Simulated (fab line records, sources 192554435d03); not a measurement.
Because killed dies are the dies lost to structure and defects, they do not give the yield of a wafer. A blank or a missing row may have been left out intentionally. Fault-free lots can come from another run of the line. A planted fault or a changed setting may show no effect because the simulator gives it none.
Struck lot and sound lot, side by side -- flow n5_finfet -- 38 steps out of a route of 1938
Sound: the wafers L544.1, L544.4, L544.6. Struck: wafer L558.2 (L558.4, L558.5, from the same lot, were not struck and are left out); the cause is given at the end.
Order at every step that has rows: each side's tool, ch and its chambers, its first start. Under that, the readings that differ: sound wafers -- struck wafers -- difference of the means -- sigmas: that difference in standard deviations of wafers without a fault.
alike: words and numbers the same on both sides, and readings whose means are apart by under 2 such deviations; not compared: readings that were withheld, readings missing a value for some wafer, numbers with overlapping values and no deviation given by the record, and bounds like >300 which may hide the same value.
Wherever a step has rows on one side only, a row that says differs or no value, or a row with sigmas, the two part there. Numbers that don't overlap but have no deviation are shown without sigmas and don't part them. A reading missing from all wafers of one side parts the sides only when that side holds two or more wafers.

first, 9 steps without rows for these wafers: N5_BEOL_M4_COAT_22 (resist thk 30 nm); N5_BEOL_M4_EBR_24; N5_BEOL_M4_SOFTBAKE_23 (time 60 s); N5_BEOL_M4_EXPOSE_25 (exposes mask V3, defocus 5 nm); N5_BEOL_M4_PEB_26 (peb time 60 s); N5_BEOL_M4_DEVELOP_27 (develop time 30 s); N5_BEOL_M4_DESCUM_33 (chemistry O2, time 7 s); N5_BEOL_M4_ETCH_77 (etches underlayer in N2/H2, target depth 6.5 nm, time 5.2 s); N5_BEOL_M4_ETCH_69 (etches SiARC in CF4, target depth 15.6 nm, time 26 s).
N5_BEOL_M4_ALD_98: deposits SiO2, target thk 2.5 nm, pulse time 1 s, co reactant pulse time 1 s.
  sound on ald_sin-02 ch 1,2,3, day 7 23:16; struck on ald_sin-02 ch 0, day 12 11:26
reading,sound,struck,difference,sigmas
heater_power_w (W),87 90 91,71,-18,-3
  alike: precursor_pulse_height_rel
then, 27 steps without rows for these wafers: N5_BEOL_M4_ETCHBACK_99 (etches SiO2 in CHF3, target depth 5 nm, time 10.4 s); N5_BEOL_M4_ETCH_70 (etches SOC in N2/H2, target depth 80 nm, overetch 24 nm, time 130 s); N5_BEOL_M4_STRIP_71 (strips in N2/H2); N5_BEOL_M4_STRIP_78 (strips in N2/H2); N5_BEOL_M4_VIA_ETCH_34 (etches the open film in C4F6/O2, target depth 69.4 nm, time 65.9 s); N5_BEOL_M4_STRIP_83 (strips in C4F6/O2); N5_BEOL_M4_STRIP_36 (strips in N2/H2); N5_BEOL_M4_TRENCH_ETCH_37 (etches SiOC in C4F6/O2, target depth 55.555 nm, time 29.2 s); N5_BEOL_M4_ETCH_41 (etches SiCN in CH3F/O2, target depth 29.9 nm, time 52.5 s); N5_BEOL_M4_STRIP_97 (strips in N2/H2, time 10 s); N5_BEOL_M4_HM_STRIP_39 (strips TiN in peroxide tin strip, target depth 25 nm, time 158 s); N5_BEOL_M4_SRD_40 (time 30 s); N5_BEOL_M4_PRECLEAN_42 (cleans in residue remover, time 60 s); N5_BEOL_M4_SRD_43 (time 30 s); N5_BEOL_M4_DEGAS_44 (time 60 s); N5_BEOL_M4_PRE_CLEAN_45 (time 30 s); N5_BEOL_M4_ALD_84 (deposits TaN, pulse time 2 s, purge time 3 s, co reactant purge time 2 s); N5_BEOL_M4_SURFACE_TREAT_85; N5_BEOL_M4_CVD_47 (deposits Co from CCTBA/H2, target thk 3 nm, time 223.8 s); N5_BEOL_M4_SPUTTER_48 (material Cu, target thk 4.5 nm, time 8.29 s); N5_BEOL_M4_ANNEAL_49 (time 240 s); N5_BEOL_M4_SPUTTER_79 (material Cu, target thk 4.5 nm, time 8.29 s); N5_BEOL_M4_ANNEAL_80 (time 240 s); N5_BEOL_M4_SPUTTER_81 (material Cu, target thk 4.5 nm, time 8.29 s); N5_BEOL_M4_ANNEAL_82 (time 240 s); N5_BEOL_M4_SPUTTER_86 (material Cu, target thk 4.5 nm, time 8.29 s); N5_BEOL_M4_ANNEAL_87 (time 240 s).
-- the record jumps here: 5 days lie between the struck wafers' starts before and after (it left off in module BEOL_M4 and takes up again in module PASSIVATION, whose first step shown is number 1936 of the route) --
N5_PASSIVATION_PROBE_49:
  rows exist in the record for the struck wafers here (prober-02, day 17 07:25), but not for the sound ones

WHERE THEY PART
Earliest at N5_BEOL_M4_ALD_98; latest, in this record, at N5_PASSIVATION_PROBE_49.

WHY: what the simulator had put in
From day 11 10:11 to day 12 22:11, ald_sin-02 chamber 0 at N5_BEOL_M4_ALD_98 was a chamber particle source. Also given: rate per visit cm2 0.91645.
